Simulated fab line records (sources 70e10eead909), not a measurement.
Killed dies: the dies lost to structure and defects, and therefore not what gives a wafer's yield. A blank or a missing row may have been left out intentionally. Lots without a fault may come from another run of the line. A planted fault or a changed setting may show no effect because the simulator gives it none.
The tool behind it: which one?	flow nand_harc	10 lots, 30 wafers sampled, at 7 steps of a route of 1302

== WHAT EACH GAUGE READ, for each wafer ==
NHARC_P_M2_CD_MEAS_09: target cd 170 nm.
lot	measured	on	cd_nm (nm)
L720	day 7 07:18	cd_sem-01	170.4 169.8 171.2
L721	day 7 19:20	cd_sem-02	169.6 170.4 169.6
L722	day 8 00:16	cd_sem-02	170.7 171.0 169.7
L724	day 8 20:11	cd_sem-01	170.5 169.8 170.1
L725	day 9 13:06	cd_sem-02	171.5 169.5 170.0
L726	day 9 19:37	cd_sem-03	174.8 175.8 175.5
L728	day 10 17:30	cd_sem-02	174.4 175.5 174.0
L736	day 14 00:30	cd_sem-02	170.6 170.6 170.2
L738	day 14 15:59	cd_sem-02	170.6 170.4 171.3
L740	day 16 00:43	cd_sem-02	169.4 169.1 169.3

NHARC_P_M2_INSPECT_11.
lot	measured	on	raw_defect_count
L720	day 7 07:25	defect_inspect-01	4 2 4
L721	day 7 19:28	defect_inspect-02	1 2 3
L722	day 8 00:23	defect_inspect-01	3 2 3
L724	day 8 20:18	defect_inspect-02	5 2 2
L725	day 9 13:13	defect_inspect-02	2 5 4
L726	day 9 19:44	defect_inspect-02	5 1 2
L728	day 10 17:37	defect_inspect-01	4 3 1
L736	day 14 00:37	defect_inspect-01	2 3 3
L738	day 14 16:06	defect_inspect-02	5 6 8
L740	day 16 00:50	defect_inspect-02	3 6 4

NHARC_P_M2_CD_MEAS_16.
lot	measured	on	cd_nm (nm)
L720	day 7 07:47	cd_sem-03	170.1 170.1 171.2
L721	day 7 19:50	cd_sem-03	169.0 169.6 169.9
L722	day 8 00:46	cd_sem-01	170.8 171.8 169.8
L724	day 8 20:40	cd_sem-01	169.9 170.7 169.5
L725	day 9 13:35	cd_sem-02	171.5 169.3 169.7
L726	day 9 20:07	cd_sem-01	174.5 176.1 176.1
L728	day 10 17:59	cd_sem-02	174.1 175.6 175.2
L736	day 14 00:59	cd_sem-03	170.6 170.7 170.3
L738	day 14 16:28	cd_sem-02	170.8 169.7 171.0
L740	day 16 01:12	cd_sem-01	169.7 167.7 169.2

NHARC_END_SORT_01.
lot	measured	on	defect_limited_yield (%)	killed_at_array	killed_at_other	killed_at_periphery	killed_dies	killed_open	killed_short	sort_bin_2_pct (%)	sort_bin_3_pct (%)	sort_bin_4_pct (%)	sort_n_pass	sort_rim_yield_pct (%)	sort_yield_pct (%)
L720	day 25 21:14	prober-02	91.4 89.5 90.7	53 66 57	0 1 0	5 4 6	58 71 63	3 1 4	1 5 0	3.8 4.3 3.7	0.9 0.9 0.1	3.8 5.3 5.5	619 606 614	92 97 90	91.4 89.5 90.7
L725	day 27 22:52	prober-02	90.1 89.5 91.0	63 69 59	0 0 0	4 2 2	67 71 61	7 1 5	4 3 2	3.5 3.8 3.8	0.7 1.5 0.7	5.6 5.2 4.4	610 606 616	90 97 91	90.1 89.5 91.0
L726	day 27 23:36	prober-01	95.1 95.0 95.9	29 32 25	0 0 0	4 2 3	33 34 28	4 5 1	1 0 3	1.8 1.2 0.7	0 0.4 0.3	3.1 3.4 3.1	644 643 649	95 98 92	95.1 95.0 95.9
L728	day 28 17:11	prober-02	93.4 93.8 92.0	41 40 50	0 0 2	4 2 2	45 42 54	3 3 3	3 2 4	2.8 1.9 2.8	0.6 0.7 0.7	3.2 3.5 4.4	632 635 623	99 98 95	93.4 93.8 92.0

== WHAT TOOL EACH LOT RAN ON (gives the tool, then ch and the chambers of the sampled wafers, and finally the start) ==
lot	NHARC_P_M1_ETCH_28	NHARC_P_M1_PRE_CLEAN_32	NHARC_P_M2_PEB_07
L720	rie_diel-01 ch 0,1, day 7 06:08 or earlier	pecvd-01 ch 0,2, day 7 06:08	litho_track-04 ch 0, day 7 07:13
L721	rie_diel-01 ch 0,1,2, day 7 18:02 or earlier	pecvd-01 ch 0,2, day 7 18:02	litho_track-06 ch 0, day 7 19:16
L722	rie_diel-01 ch 1,2, day 7 22:57 or earlier	pecvd-02 ch 0,1, day 7 22:57	litho_track-01 ch 0, day 8 00:11
L724	rie_diel-01 ch 1,2,3, day 8 18:50 or earlier	pecvd-02 ch 0,1,2, day 8 18:50	litho_track-01 ch 0, day 8 20:06
L725	rie_diel-01 ch 0,1,2, day 9 11:55 or earlier	pecvd-03 ch 0,1,2, day 9 11:55	litho_track-06 ch 0, day 9 13:01
L726	rie_diel-06 ch 0,1,2, day 9 18:19 or earlier	pecvd-03 ch 0,1,2, day 9 18:19	litho_track-01 ch 0, day 9 19:32
L728	rie_diel-01 ch 1,2, day 10 16:10 or earlier	pecvd-03 ch 0,2, day 10 16:10	litho_track-01 ch 0, day 10 17:25
L736	rie_diel-01 ch 2,3, day 13 23:10 or earlier	pecvd-02 ch 0,2, day 13 23:10	litho_track-01 ch 0, day 14 00:25
L738	rie_diel-06 ch 0,1,3, day 14 14:41 or earlier	pecvd-01 ch 0,1,2, day 14 14:41	litho_track-01 ch 0, day 14 15:54
L740	rie_diel-06 ch 1,2,3, day 15 23:24 or earlier	pecvd-03 ch 0,1,2, day 15 23:24	litho_track-01 ch 0, day 16 00:38
- NHARC_P_M1_ETCH_28: etches the open film in CF4/N2, target depth 30 nm, time 72.99 s.
- NHARC_P_M1_PRE_CLEAN_32: time 12 s.
- NHARC_P_M2_PEB_07: peb time 65 s.

== AS READ BY THE TOOLS THEMSELVES (means over the sampled wafers that have a number; for cases with no such wafer, the mark the record gives instead) ==
NHARC_P_M1_ETCH_28.
lot	tool	drypump_motor_current_A (A)	oes_product_au (a.u.)	rf_fwd_power_W (W)	rf_vpp_V (V)	showerhead_plenum_p_Torr (Torr)	throttle_valve_pct (%)
L720	rie_diel-01	6.2	1.004	297.1	312.9	2.55	19.794
L721	rie_diel-01	5.7	0.994	296.3	313.0	2.55	19.793
L722	rie_diel-01	5.4	1.000	297.8	313.4	2.56	19.796
L724	rie_diel-01	5.9	1.001	297.6	314.2	2.62	19.801
L725	rie_diel-01	5.7	0.999	297.6	313.6	2.55	19.797
L726	rie_diel-06	6.0	0.999	296.7	315.3	2.64	19.804
L728	rie_diel-01	6.0	1.000	297.2	312.5	2.56	19.796
L736	rie_diel-01	5.4	1.008	296.6	312.9	2.62	19.800
L738	rie_diel-06	6.0	0.994	297.7	314.2	2.65	19.790
L740	rie_diel-06	5.9	1.002	298.2	313.8	2.63	19.801

NHARC_P_M1_PRE_CLEAN_32.
lot	tool	heater_power_w (W)	rf_fwd_power_W (W)
L720	pecvd-01	572	292.7
L721	pecvd-01	591	291.6
L722	pecvd-02	592	292.6
L724	pecvd-02	586	292.5
L725	pecvd-03	638	292.5
L726	pecvd-03	622	291.4
L728	pecvd-03	693	293.0
L736	pecvd-02	558	292.0
L738	pecvd-01	585	291.6
L740	pecvd-03	627	292.7

NHARC_P_M2_PEB_07.
lot	tool	chill_plate_temp_C (C)	heater_power_total_W (W)	plate_temp_C (C)
L720	litho_track-04	22.95	156.7	99.97
L721	litho_track-06	22.95	156.4	99.97
L722	litho_track-01	23.06	156.6	100.04
L724	litho_track-01	22.95	156.6	99.88
L725	litho_track-06	23.07	156.4	99.99
L726	litho_track-01	22.98	160.3	101.56
L728	litho_track-01	23.02	160.5	101.53
L736	litho_track-01	23.13	156.7	99.99
L738	litho_track-01	22.96	157.0	100.05
L740	litho_track-01	23.02	156.2	100.04

== THE ANSWER, worked out from the rows above alone ==
Rule: what is usual is taken from the lots themselves. Put in order of their means at a reading, lots are off if they are a third of the lots or fewer, leave a main group of 4 or more, and stand apart from it by a gap of 3 or more times the standard deviation of the main group's means; of several such gaps the widest counts. A main group is skipped when, at the precision printed for the reading in the tables above, its means are all equal. A lot without any number at a reading at which 4 lots or more have one is off too. Where the step has rows for the other lots, those lots are counted as sound. First the gauges in route order, then the tools' own readings, where a lot's mean is used as printed above. At the first step where some lot is off, the reading lying furthest off is the one used; lots without a number count as furthest.
Off at NHARC_P_M2_CD_MEAS_09 (cd_nm): L726, L728. The main group has a mean of 170.2 nm with a standard deviation of 0.44.
If a tool, at a process step before that reading, ran all the lots that are off and no sound lot after the first of them, it fits. Not tried: the gauges at NHARC_P_M2_CD_MEAS_09; whatever is off there is also off at NHARC_P_M2_PEB_07, on other tools, and gauge error can't account for it. Because NHARC_P_M1_ETCH_28 lacks a start for some lots, the hours and order of its lots are taken from NHARC_P_M1_PRE_CLEAN_32. No candidate that was tried fits.

== WHAT HAD BEEN PUT IN BY THE SIMULATOR ==
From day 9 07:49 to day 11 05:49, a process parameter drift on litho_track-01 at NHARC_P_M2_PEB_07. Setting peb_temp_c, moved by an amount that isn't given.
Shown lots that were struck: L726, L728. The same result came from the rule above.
